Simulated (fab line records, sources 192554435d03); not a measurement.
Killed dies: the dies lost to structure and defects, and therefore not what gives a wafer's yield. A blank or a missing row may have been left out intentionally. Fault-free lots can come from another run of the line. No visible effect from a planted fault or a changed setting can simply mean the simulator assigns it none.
Split-lot study	flow n5 finfet	route with 1938 steps; 7 lots, 21 wafers read

== ABOUT THE SPLIT ==
At N5_PASSIVATION_ETCH_54 (etches SiO2 in CHF3/O2, target depth 880 nm, time 440 s), the setting time s was moved away from the recipe's 440 s on 6 of the 21 wafers read, by -21.2% to +7.9%. This setting was run at the recipe's value on the other wafers.

Reading taken at the split's own step.

== THE READING ==
etch.depth nm (the simulator's own value, which no gauge read), in nm, at N5_PASSIVATION_ETCH_54 (etches SiO2 in CHF3/O2, target depth 880 nm, time 440 s). The file gives no usual value for it. The 15 wafers here that ran the recipe average 892.2 nm, standard deviation 15 nm.

wafer	tool, chamber at the split	time s as run, s	against the recipe	etch.depth nm, nm	against lot-mates on the recipe
L076.1	rie diel-01, 3	440	recipe	906.3	-
L076.3	rie diel-01, 2	440	recipe	890.2	-
L076.4	rie diel-01, 1	440	recipe	910.3	-
L083.1	rie diel-03, 3	385.8	-12.3%	776.5	-130.9
L083.3	rie diel-03, 2	440	recipe	907.4	-
L083.4	rie diel-03, 0	385.8	-12.3%	786.4	-121.0
L084.1	rie diel-03, 0	440	recipe	889.3	-
L084.3	rie diel-03, 2	440	recipe	908.6	-
L084.5	rie diel-03, 0	440	recipe	891.7	-
L086.1	rie diel-03, 3	440	recipe	886.9	-
L086.2	rie diel-03, 2	440	recipe	905.5	-
L086.6	rie diel-03, 2	474.6	+7.9%	974.3	+78.1
L090.1	rie diel-01, 1	440	recipe	911.4	-
L090.4	rie diel-01, 2	381.2	-13.4%	778.9	-119.8
L090.6	rie diel-01, 3	440	recipe	886	-
L096.1	rie diel-05, 0	440	recipe	866.4	-
L096.3	rie diel-05, 3	440	recipe	882.6	-
L096.4	rie diel-05, 3	359.5	-18.3%	721.2	-153.3
L097.2	rie diel-05, 0	440	recipe	867.5	-
L097.4	rie diel-05, 2	346.6	-21.2%	677.7	-192.4
L097.5	rie diel-05, 3	440	recipe	872.7	-

FIT RESULTS
A straight line over all 21 wafers: etch.depth nm changes by +9.52 nm for each +1% of time s; r = +0.98; the points scatter about the line by 14 nm.
The same after taking each lot's own level away (the mean of its wafers on the recipe; 21 wafers): +9.18 nm for each +1%; r = +0.99; scatter 9.5 nm.
On that fit, the largest move of time s shifts the reading by 1.9e+02 nm.
The lots' own levels span 870.10 to 907.40 nm, that is 2.5 times the standard deviation above.
The two slopes are in agreement: the lot-to-lot level therefore moves the slope only a little.
Check: with one of the wafers moved furthest among these (-21.2%) left out of the fit, the line predicts -196 nm for it against its lot-mates. It came out at -192 nm against them.

== OTHER SPLITS APPLIED TO THESE WAFERS ==
These wafers also went through other splits before the reading. Each is held against what the fit with the lots' levels taken away leaves over:
other split on the same wafers	wafers away from the commonest value	r with etch.depth nm (lot level and that fit taken away)
N5_BEOL_M13_ILD_DEP_00 time s	7	-0.15
N5_BEOL_M14_COAT_04 spin rpm	9	+0.31
N5_BEOL_M15_EXPOSE_25 dose mj	9	+0.14
N5_BEOL_M15_DEVELOP_27 develop time s	7	+0.01
N5_MIM_BOT_SPUTTER_00 time s	6	+0.10

== THE WHOLE CHAIN: every reading that the file lists as answering this split, in the file's order ==
step	what it does	reading	change (the file's fit)	r (the file's)
N5_PASSIVATION_ETCH_54	etches SiO2 in CHF3/O2, target depth 880 nm, time 440 s	PASSIVATION.feature depth nm (the simulator's own value, which no gauge read)	+9.05 nm for each +1% of the setting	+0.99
N5_PASSIVATION_ETCH_54	etches SiO2 in CHF3/O2, target depth 880 nm, time 440 s	etch.depth nm (the simulator's own value, which no gauge read)	+9.05 nm for each +1% of the setting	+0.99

== FILE'S OWN FIT ==
etch.depth nm changes by +9.05 nm for each +1% of time s, r = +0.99.
